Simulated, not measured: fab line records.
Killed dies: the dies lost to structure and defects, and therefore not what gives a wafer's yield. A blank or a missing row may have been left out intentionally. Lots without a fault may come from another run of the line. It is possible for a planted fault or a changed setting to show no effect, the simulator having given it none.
Matching of chambers ; flow nandHarc ; cmp-03 running NHARC_A_WL_FILL_CMP_12: 4 sister chambers
The step polishes, t overpolish 30 s, target thk 100 nm. 4 wafers are shown with their chamber, then 7 later ones without.

== WAFERS, EACH WITH ITS CHAMBER ==
wafer;chamber;motorCurrentA (A)
L082.5;2;13.5
L086.2;3;12.6
L089.2;1;12.3
L089.3;0;13.0

== WAFERS MISSING THEIR CHAMBER ==
wafer;motorCurrentA (A)
L089.5;13.5
L090.2;13.2
L090.3;13.9
L090.6;13.8
L097.3;14.1
L097.5;12.7
L097.6;13.5

== WHICH CHAMBER EACH WENT THROUGH ==
wafer;from the rows above;in truth
L089.5;can't be placed: 2 or 0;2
L090.2;can't be placed: 0 or 2 or 3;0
L090.3;can't be placed: 2 or 0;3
L090.6;can't be placed: 2 or 0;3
L097.3;can't be placed: 2 or 0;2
L097.5;can't be placed: 3 or 0 or 1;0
L097.6;can't be placed: 2 or 0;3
0 of 7 placed correctly. From these rows, 7 cannot be placed; in 4 the true chamber is one of the candidates. Placed wrongly: 0.
How it was worked out, from the rows above alone: a wafer's distance from a chamber is the root of the sum, over the readings, of the square of ((its reading less the chamber's mean) divided by the reading's scatter). The wafer belongs to the nearest chamber; if the next one is less than 2 further off, it can't be placed. A chamber's mean is the mean of its shown wafers. The scatter: root of mean squared gap, hidden wafer to nearest shown wafer, with one shown wafer a chamber.
